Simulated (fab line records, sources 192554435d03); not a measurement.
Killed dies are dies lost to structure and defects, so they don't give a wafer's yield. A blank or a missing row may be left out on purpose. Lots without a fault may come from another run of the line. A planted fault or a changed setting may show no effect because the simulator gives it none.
fab line records | flow n5_finfet
record lots=6 wafers=18 last_day=18
route steps=1938 shown BEOL_M0@726 BEOL_M4@1111 PASSIVATION@1936
lots that met no fault: from a run of the same line without faults
start_h: hours from the record's first day to the start of the lot's first wafer shown | wait_h: hours since the lot's step before | " the same as in the row above | L1.1+2: a row that stands for several wafers | - no value, or no start given | * or withheld: withheld | < > ~ a bound
route shown NAME@n: a module of which the file shows steps, and the number in the route of the first | usual: mean/standard deviation of fault-free wafers | same: alike in all rows | chamber/n: place in a boat | sites: the reading at each site | _std_site: their standard deviation | _edge_site: outer sites' mean less inner sites' | radius_mm: how far each site lies from the wafer's centre | mask NAME#n: copy n | behind: the tool/chamber that last shaped the wafer | hold: why the lot was held/for how many hours/how that ended | device: the transistor (n, p or np) that didn't switch | end of line: the same wafers' tests at the end of the route | a step without rows: its recipe alone | killed: dies lost to structure and defects at the first sort, not the wafer's yield | map: a wafer's dies, x killed, . not, _ none there
set.NAME: the setting as run; set.NAME@STEP: as run at that earlier step | model.NAME: the simulator's own value behind a step, which no gauge read
lots at some steps of the route; a table a step, a row a wafer
services: from which hour (start_h, from the record's first day; less than 0 if before it) a tool's chamber was out of use, for how many hours, and why
## steps
# step N5_BEOL_M0_ETCH_109
# recipe chemistry=CH3F/O2 target_depth_a=80 overetch_a=24 target=SiCN time_s=27.4 ion_energy_ev=120 pressure_mtorr=30 source_w=395 bias_w=75 Ar_flow_sccm=150 CH3F_flow_sccm=30 O2_flow_sccm=20
# step N5_BEOL_M0_STRIP_139
# recipe chemistry=post_etch_residue_remover time_s=60 temp_c=25 remover_ph=withheld remover_water_wt_pct=withheld remover_fluoride_wt_pct=withheld
# step N5_BEOL_M0_SRD_111
# recipe time_s=30 temp_c=23 rinse_liquid=diw dry=ipa_marangoni
# step N5_BEOL_M0_DEGAS_112
# recipe ambient=vacuum temp_c=250 time_s=60
# usual heater_power_w=328/36
# columns lot.wafer tool chamber start_h wait_h heater_power_w
L929.1 pvd_sputter-03 - 140.58 0.0 326
L929.2 " - " " 352
L929.5 " - " " 367
L943.4 pvd_sputter-03 - 225.52 0.9 331
L943.5 " - " " 369
L943.6 " - " " 330
L942.2 pvd_sputter-03 - 229.61 0.0 365
L942.3 " - " " 327
L942.5 " - " " 333
L946.1 pvd_sputter-02 - 239.81 0.1 371
L946.4 " - " " 302
L946.5 " - " " 304
L947.3 pvd_sputter-01 - 250.05 0.4 378
L947.4 " - " " 250
L947.6 " - " " 289
L948.2 pvd_sputter-02 - 257.64 0.2 287
L948.3 " - " " 318
L948.5 " - " " 353
# step N5_BEOL_M0_PRE_CLEAN_113
# recipe gas=H2/He time_s=30 temp_c=250
# step N5_BEOL_M0_ALD_136
# recipe material=TaN target_thk_a=* temp_c=275 ald_precursor_family=PDMAT ald_co_reactant=NH3 pressure_torr=3 carrier_flow_sccm=1500 pulse_time_s=2 purge_time_s=3 co_reactant_purge_time_s=2 co_reactant_pulse_time_s=3 ald_cycles=30 precursor_vessel_temp_c=75 precursor_vessel_pressure_torr=26.25 precursor_vessel_carrier_sccm=1000
# step N5_BEOL_M0_SURFACE_TREAT_137
# recipe gas=Ar time_s=* ion_energy_ev=* ion_current_ma_cm2=0.5 pressure_mtorr=* ar_flow_sccm=30
# usual throttle_valve_pct=*
# columns lot.wafer tool chamber start_h wait_h throttle_valve_pct
L929.1 pvd_sputter-03 - 140.91 0.1 *
L929.2 " - " " *
L929.5 " - " " *
L943.4 pvd_sputter-03 - 225.90 0.2 *
L943.5 " - " " *
L943.6 " - " " *
L942.2 pvd_sputter-01 - 230.12 0.2 *
L942.3 " - " " *
L942.5 " - " " *
L946.1 pvd_sputter-02 - 240.27 0.3 *
L946.4 " - " " *
L946.5 " - " " *
L947.3 pvd_sputter-02 - 250.46 0.2 *
L947.4 " - " " *
L947.6 " - " " *
L948.2 pvd_sputter-03 - 259.56 1.5 *
L948.3 " - " " *
L948.5 " - " " *
# step N5_BEOL_M0_CVD_115
# recipe material=Co target_thk_a=* temp_c=withheld precursor=CCTBA/H2 pressure_torr=30 time_s=120
# step N5_BEOL_M0_SPUTTER_116
# recipe material=Cu target_thk_a=40 temp_c=-20 chamber_pressure_pa=0.07 power_w=withheld time_s=7.37
# usual chamber_pressure_pa=0.07/0.00013 chuck_gas_flow_sccm=1.27/0.054 throttle_valve_pct=30.1/1.1
# columns lot.wafer tool chamber start_h wait_h chamber_pressure_pa chuck_gas_flow_sccm throttle_valve_pct
L929.1 pvd_sputter-01 - 141.07 0.1 0.07024 1.19 31.9
L929.2 " - " " 0.06992 1.30 29.6
L929.5 " - " " 0.07029 1.33 29.7
L943.4 pvd_sputter-01 - 226.11 0.1 0.06996 1.36 30.0
L943.5 " - " " 0.07001 1.26 29.7
L943.6 " - " " 0.06997 1.35 32.1
L942.2 pvd_sputter-01 - 230.32 0.1 0.07005 1.25 29.9
L942.3 " - " " 0.06988 1.24 32.1
L942.5 " - " " 0.07002 1.29 29.8
L946.1 pvd_sputter-01 - 242.12 1.5 0.06999 1.18 29.5
L946.4 " - " " 0.06985 1.31 29.3
L946.5 " - " " 0.06993 1.33 31.9
L947.3 pvd_sputter-01 - 250.65 0.1 0.07006 1.25 29.9
L947.4 " - " " 0.07007 1.27 29.6
L947.6 " - " " 0.06988 1.39 29.4
L948.2 pvd_sputter-02 - 259.76 0.1 0.06995 1.25 29.9
L948.3 " - " " 0.07015 1.19 30.5
L948.5 " - " " 0.06998 1.24 30.8
# step N5_BEOL_M0_ANNEAL_117
# recipe temp_c=400 time_s=60 ambient=vacuum
# step N5_BEOL_M0_SPUTTER_132
# recipe material=Cu target_thk_a=40 temp_c=-20 chamber_pressure_pa=0.07 power_w=withheld time_s=7.37
# usual chamber_pressure_pa=0.07002/0.00015 chuck_gas_flow_sccm=1.27/0.057 throttle_valve_pct=30.1/1
# columns lot.wafer tool chamber start_h wait_h chamber_pressure_pa chuck_gas_flow_sccm throttle_valve_pct
L929.1 pvd_sputter-01 - 141.19 0.0 0.06988 1.24 31.9
L929.2 " - " " 0.07016 1.37 29.6
L929.5 " - " " 0.07006 1.21 29.9
L943.4 pvd_sputter-01 - 226.23 0.0 0.06969 1.33 30.0
L943.5 " - " " 0.07013 1.36 29.7
L943.6 " - " " 0.07021 1.30 32.0
L942.2 pvd_sputter-01 - 230.44 0.0 0.07005 1.31 29.6
L942.3 " - " " 0.07011 1.27 31.6
L942.5 " - " " 0.07001 1.31 30.0
L946.1 pvd_sputter-01 - 242.24 0.0 0.06991 1.25 29.7
L946.4 " - " " 0.07026 1.29 29.5
L946.5 " - " " 0.07005 1.33 32.1
L947.3 pvd_sputter-01 - 250.77 0.0 0.07009 1.28 30.1
L947.4 " - " " 0.06996 1.27 29.6
L947.6 " - " " 0.06992 1.33 29.8
L948.2 pvd_sputter-02 - 259.88 0.0 0.06988 1.29 29.6
L948.3 " - " " 0.06982 1.23 30.5
L948.5 " - " " 0.06965 1.30 30.6
# step N5_BEOL_M0_ANNEAL_133
# recipe temp_c=400 time_s=60 ambient=vacuum
# usual heater_power_w=814/110
# columns lot.wafer tool chamber start_h wait_h heater_power_w
L929.1 pvd_sputter-01 - 141.27 0.0 720
L929.2 " - " " 935
L929.5 " - " " 926
L943.4 pvd_sputter-01 - 226.31 0.0 621
L943.5 " - " " 915
L943.6 " - " " 717
L942.2 pvd_sputter-01 - 230.52 0.0 933
L942.3 " - " " 725
L942.5 " - " " 604
L946.1 pvd_sputter-01 - 242.32 0.0 915
L946.4 " - " " 950
L946.5 " - " " 727
L947.3 pvd_sputter-01 - 250.85 0.0 605
L947.4 " - " " 945
L947.6 " - " " 947
L948.2 pvd_sputter-02 - 259.96 0.0 732
L948.3 " - " " 764
L948.5 " - " " 763
# step N5_BEOL_M0_SPUTTER_134
# recipe material=Cu target_thk_a=40 temp_c=-20 chamber_pressure_pa=0.07 power_w=withheld time_s=7.37
# usual chamber_pressure_pa=0.07/0.00013 chuck_gas_flow_sccm=1.27/0.055 throttle_valve_pct=30.1/1
# columns lot.wafer tool chamber start_h wait_h chamber_pressure_pa chuck_gas_flow_sccm throttle_valve_pct
L929.1 pvd_sputter-01 - 141.31 0.0 0.06972 1.32 32.1
L929.2 " - " " 0.07006 1.35 29.9
L929.5 " - " " 0.07003 1.16 29.9
L943.4 pvd_sputter-01 - 226.35 0.0 - - -
L943.5 " - " " - - -
L943.6 " - " " - - -
L942.2 pvd_sputter-01 - 230.56 0.0 - - -
L942.3 " - " " - - -
L942.5 " - " " - - -
L946.1 pvd_sputter-01 - 242.36 0.0 0.06995 1.29 29.7
L946.4 " - " " 0.07 1.37 29.4
L946.5 " - " " 0.06995 1.24 32.2
L947.3 pvd_sputter-01 - 250.89 0.0 0.07017 1.29 30.2
L947.4 " - " " 0.0701 1.21 29.5
L947.6 " - " " 0.07021 1.42 29.3
L948.2 pvd_sputter-02 - 260.00 0.0 0.07016 1.24 29.8
L948.3 " - " " 0.06982 1.32 30.6
L948.5 " - " " 0.07022 1.33 30.5
# step N5_BEOL_M0_ANNEAL_135
# recipe temp_c=400 time_s=60 ambient=vacuum
# step N5_BEOL_M4_RC_MEAS_101
# usual DIBL_N=36.3/1.6 DIBL_P=36.5/1.6 IOFF_N=0.163/0.026 IOFF_P=0.22/0.033 ION_N=676/9.9 ION_P=464/6.5 SS_N=71.5/0.5 SS_P=73.3/0.64 VT_N=249.3/2.9 VT_P=-250/3.2
# columns lot.wafer tool chamber start_h wait_h DIBL_N[mV/V] DIBL_P[mV/V] IOFF_N[nA/um] IOFF_P[nA/um] ION_N[uA/um] ION_P[uA/um] SS_N[mV/dec] SS_P[mV/dec] VT_N[mV] VT_P[mV]
L929.1 prober-01 0 206.22 0.0 37.0 36.9 0.160 0.21 692 466 71.8 73.5 249.2 -252
L929.2 " 0 " " 37.8 38.6 0.189 0.25 680 470 72.1 74.1 245.7 -248
L929.5 " 0 " " 37.6 37.8 0.175 0.23 687 470 71.6 73.4 247.4 -249
L943.4 prober-01 0 283.08 0.5 37.4 36.6 0.164 0.23 691 472 71.9 72.7 245.5 -246
L943.5 " 0 " " 37.8 36.6 0.180 0.22 690 474 71.4 72.9 244.9 -247
L943.6 " 0 " " 37.0 35.2 0.155 0.20 674 466 72.0 72.9 251.6 -248
L942.2 prober-01 0 287.39 0.2 38.8 38.5 0.192 0.26 680 466 71.7 73.6 248.1 -248
L942.3 " 0 " " 38.7 38.9 0.184 0.25 670 465 72.1 73.6 247.4 -249
L942.5 " 0 " " 38.1 38.0 0.178 0.23 683 469 71.0 74.0 248.4 -249
L946.1 prober-01 0 309.23 0.0 35.3 35.1 0.138 0.19 666 459 70.7 73.3 252.5 -253
L946.4 " 0 " " 35.9 36.4 0.150 0.21 681 466 71.1 73.1 249.6 -251
L946.5 " 0 " " 37.2 37.8 0.168 0.23 678 461 71.6 74.1 251.5 -251
L947.3 prober-01 0 316.60 0.3 34.6 35.1 0.143 0.20 673 466 71.2 73.8 250.6 -251
L947.4 " 0 " " 35.5 36.2 0.160 0.22 671 470 71.4 73.5 250.8 -247
L947.6 " 0 " " 35.7 36.6 0.165 0.22 684 473 71.3 73.8 248.6 -250
L948.2 prober-01 0 320.63 0.2 36.4 35.6 0.161 0.23 686 466 72.0 73.8 247.9 -248
L948.3 " 0 " " 36.5 35.7 0.180 0.24 687 467 71.3 73.3 248.0 -247
L948.5 " 0 " " 37.7 36.8 0.195 0.25 691 467 72.5 74.8 244.9 -246
# step N5_PASSIVATION_PROBE_49
# usual defect_limited_yield=91.2/1.5 killed_at_M0_to_M3=32/9.6 killed_at_M4_up=13/5.3 killed_at_contacts=13/6.7 killed_at_front_end=42/11 killed_at_other=3.8/2.9 killed_dies=103/17 killed_open=67/13 killed_short=35/7.9 sort_bin_5_function=5.2/0.94 sort_bin_6_memory=3.3/0.64 sort_n_pass=1077/17 sort_yield_pct=91.2/1.5
# same gross_dies=1180 killed_at_back_side=0 sort_bin_4_leakage[%]=0 sort_bin_8_speed[%]=0
# columns lot.wafer tool chamber start_h wait_h defect_limited_yield[%] killed_at_M0_to_M3 killed_at_M4_up killed_at_contacts killed_at_front_end killed_at_other killed_dies killed_open killed_short sort_bin_5_function[%] sort_bin_6_memory[%] sort_n_pass sort_yield_pct[%]
L942.2 prober-02 - 412.32 0.1 91.2 46 11 15 31 1 104 58 22 5.8 2.9 1076 91.2
L942.3 prober-02 - 412.37 0.1 90.2 54 11 5 45 1 116 62 28 5.4 4.2 1064 90.2
L942.5 prober-02 - 412.47 0.2 90.9 62 13 10 22 0 107 48 28 5.2 3.5 1073 90.9
L943.4 prober-02 - 414.81 0.2 87.1 59 13 26 52 2 152 79 44 7.5 4.7 1028 87.1
L943.5 prober-02 - 414.86 0.2 89.4 52 12 23 34 4 125 77 25 6.7 3.7 1055 89.4
L943.6 prober-02 - 414.91 0.3 87.4 66 9 25 46 3 149 78 43 8.1 4.2 1031 87.4
L947.3 prober-02 - 432.71 0.1 92.4 18 12 12 44 4 90 58 31 3.9 3.6 1090 92.4
L947.4 prober-02 - 432.76 0.2 90.6 50 7 16 31 7 111 69 39 5.5 3.0 1069 90.6
L947.6 prober-02 - 432.86 0.3 93.1 28 8 10 32 4 82 50 29 4.1 2.9 1098 93.1
# killed by level:class
L942.2 BEOL_M0:interface_void_opened=24 MOL_CONTACT_COAG:geometric_particle:open=11 DUMMY_GATE:geometric_particle:open=7 BEOL_M4:geometric_particle:open=7 STI_FIN_REVEAL:geometric_particle:open=5 BEOL_M0_SAQP:geometric_particle:open=5 GATE_CUT:geometric_particle:open=4 MOL_CONTACT_COAG:geometric_particle:short=4
L942.3 BEOL_M0:interface_void_opened=26 DUMMY_GATE:geometric_particle:open=10 BEOL_M0_SAQP:geometric_particle:open=9 STI_FIN_REVEAL:geometric_particle:open=8 GATE_CUT:geometric_particle:open=6 GATE_CUT:geometric_particle:short=6 BEOL_M0_SAQP:geometric_particle:short=6 ILD0:geometric_particle:open=5
L942.5 BEOL_M0:interface_void_opened=30 BEOL_M0_SAQP:geometric_particle:open=15 BEOL_M0_SAQP:geometric_particle:short=12 MOL_CONTACT_COAG:geometric_particle:open=7 FIN_SAQP:geometric_particle:open=5 GATE_CUT:geometric_particle:short=4 BEOL_M4:geometric_particle:open=4 FIN_SAQP:geometric_particle:short=3
L943.4 BEOL_M0:interface_void_opened=26 MOL_CONTACT_COAG:geometric_particle:open=20 FIN_SAQP:geometric_particle:short=15 STI_FIN_REVEAL:geometric_particle:open=12 FIN_SAQP:geometric_particle:open=9 BEOL_M2:geometric_particle:open=8 BEOL_M0_SAQP:geometric_particle:short=8 BEOL_M1:geometric_particle:open=7
L943.5 BEOL_M0:interface_void_opened=20 MOL_CONTACT_COAG:geometric_particle:open=19 STI_FIN_REVEAL:geometric_particle:open=12 FIN_SAQP:geometric_particle:open=8 BEOL_M2:geometric_particle:open=7 BEOL_M0_SAQP:geometric_particle:open=7 BEOL_M0_SAQP:geometric_particle:short=6 BEOL_M4:geometric_particle:open=5
L943.6 BEOL_M0:interface_void_opened=25 MOL_CONTACT_COAG:geometric_particle:open=16 FIN_SAQP:geometric_particle:open=15 BEOL_M2:geometric_particle:open=13 FIN_SAQP:geometric_particle:short=10 MOL_CONTACT_COAG:geometric_particle:short=9 BEOL_M0_SAQP:geometric_particle:short=6 GATE_CUT:geometric_particle:short=5
L947.3 STI_FIN_REVEAL:geometric_particle:open=13 GATE_CUT:geometric_particle:open=6 MOL_CONTACT_COAG:geometric_particle:open=6 MOL_CONTACT_COAG:geometric_particle:short=6 BEOL_M4:geometric_particle:open=6 BEOL_M0_SAQP:geometric_particle:short=6 FIN_SAQP:geometric_particle:open=5 STARTING-WAFER:geometric_particle:open=5
L947.4 MOL_CONTACT_COAG:geometric_particle:open=10 BEOL_M3:geometric_particle:open=10 BEOL_M2:geometric_particle:open=9 BEOL_M1:geometric_particle:open=9 BEOL_M0_SAQP:geometric_particle:short=8 BEOL_M1:geometric_particle:short=8 FIN_SAQP:geometric_particle:open=7 STI_FIN_REVEAL:geometric_particle:open=5
L947.6 MOL_CONTACT_COAG:geometric_particle:open=9 BEOL_M2:geometric_particle:open=9 BEOL_M0_SAQP:geometric_particle:short=7 BEOL_M0_SAQP:geometric_particle:open=6 FIN_SAQP:geometric_particle:short=5 GATE_CUT:geometric_particle:short=5 FIN_SAQP:geometric_particle:open=4 STI_FIN_REVEAL:geometric_particle:open=4
# map L942.3 (x killed, . not)
_________________............________________
______________........xx....x..._____________
___________.x.........x............__________
__________......x......x.x.........._________
________..........x....x.............._______
_______.......xx................x......______
______................................x._____
_____............x..........x............____
____......x...............................___
___x...x........x....x..........x.........x__
___.............x........x..x...x..........__
__.x..................x.............x......._
__x...........x..x.........x......x...x....._
_..xx.x..x.........x............x............
_.x.....x.....x.................x............
_.............x......x..xx........x.....xx...
_......................x..x...........x......
_x...x.........x..x..........................
_..........x.......x....x.x...........x......
_...x...x.......................x........x.x.
_....................x...x...................
__.............x.........xx........x..x....._
__.....x....xx.x........x..................._
___.x.......x....................x....x..x.__
___...................x....xx.......x......__
____......x......x.x.............x.x......___
_____......x.............................____
______......x.......x......x...x........_____
_______....................x..x........______
________..x.................x.....x.x._______
__________.xx.....x................._________
___________............x.....x.x...__________
______________......x.......x..._____________
_________________..x.........________________
# map L943.4 (x killed, . not)
_________________xx.....x....________________
______________....xxx.....x....._____________
___________.x.x..x.............x..x__________
__________.......x.............x...._________
________xx..................x........._______
_______...........xx....x......x.......______
______x.....x....x.x..x.x............xx._____
_____..........................x........x____
____...x...........x....x.......x...x.....___
___.x..x...............x..x........x.......__
___....................x.................x.__
__........x..x.......x..x.........x.x......._
__................xx..............x........._
_...............xx.xx.........x........xx.x..
_....x..x..xx......................xx........
_....x..xx........x...x...xx.....x...........
_x..x.................x........x.....xx.x...x
_.xx............x.x......x.................x.
_...x.........x.....xx.....x..x..x...........
_.................xx......x..x.........x.x.x.
_..x....x.............................x......
__.....x..x.x............x..x..............._
__x...................x....x................_
___x.....x..x......x........xx.x........x..__
___..x.............x.........x.........x...__
____..................x..x......x.....x...___
_____....x..........x....................____
______........x.................xx.x...x_____
_______..........x...xx.........x......______
________xx.................x....xx...._______
__________.........................._________
___________...x............x.......__________
______________x.............x..._____________
_________________....x..xx...________________
## services
# columns tool chamber start_h hours kind
pvd_sputter-03 - 123.26 7.9 repair
pvd_sputter-02 - 137.70 5.1 repair
## key
first_sign step=N5_BEOL_M0_SPUTTER_134 reading=tool_record direction=missing
effect step=N5_PASSIVATION_PROBE_49 reading=killed_at_M0_to_M3 direction=up sigmas=2.6 usual=32 struck=56
met_at N5_BEOL_M0_SPUTTER_134
struck_wafers L942.2,L942.3,L942.5,L943.4,L943.5,L943.6
onset_between 141.31 226.35
fault kind=skipped_step_whole tool=pvd_sputter-01 chamber=- onset_h=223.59 steps=N5_BEOL_M0_SPUTTER_134 scope=struck_lots_only
